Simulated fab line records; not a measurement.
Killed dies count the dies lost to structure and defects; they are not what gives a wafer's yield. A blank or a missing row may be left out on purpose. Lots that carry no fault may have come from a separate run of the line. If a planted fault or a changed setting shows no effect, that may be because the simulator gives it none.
Chamber matching -- flow n5-finfet -- 3 sister chambers for N5_BEOL_M11_ILD_DEP_00 on pecvd-01
The step deposits SiCOH lowk from DEMS/porogen, target thk 308.51 nm, time 58 s. 6 wafers are shown with their chamber, then 12 later ones without.

== WAFERS WITH THEIR CHAMBER ==
wafer,chamber,throttle-valve-pct (%),heater-power-w (W)
L086.1,1,14.2,416
L086.3,0,15.0,363
L086.4,2,13.4,249
L087.1,2,13.5,284
L087.3,1,14.3,394
L087.6,0,14.8,374

== WAFERS WITHOUT THEIR CHAMBER ==
wafer,throttle-valve-pct (%),heater-power-w (W)
L092.2,14.9,344
L092.5,14.2,402
L092.6,15.2,346
L094.1,13.9,353
L094.4,14.8,371
L094.6,13.5,292
L096.1,14.9,389
L096.3,14.6,302
L096.4,13.3,315
L097.2,13.8,311
L097.5,14.6,375
L097.6,13.4,317

== WHICH CHAMBER EACH ONE RAN IN ==
wafer,from the rows above,in truth
L092.2,0,0
L092.5,1,1
L092.6,0,0
L094.1,1,1
L094.4,0,0
L094.6,2,2
L096.1,0,0
L096.3,0,0
L096.4,2,2
L097.2,2,2
L097.5,can't be placed: 0 or 1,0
L097.6,2,2
Placed correctly: 11 of 12. Can't be placed from these rows: 1 (the true chamber is among the candidates in 1). Number placed wrongly: 0.
How it was worked out, from the rows above alone: a wafer's distance from a chamber is the root of the sum, over the readings, of the square of ((its reading less the chamber's mean) divided by the reading's scatter). If the next closest chamber is less than 2 further off than the closest, the wafer can't be placed; otherwise it belongs to the closest. Each chamber's mean is taken over the wafers shown for it. The scatter: the root of (the sum of the squares of (reading less its chamber's mean) over the shown wafers, divided by (wafers less chambers)).
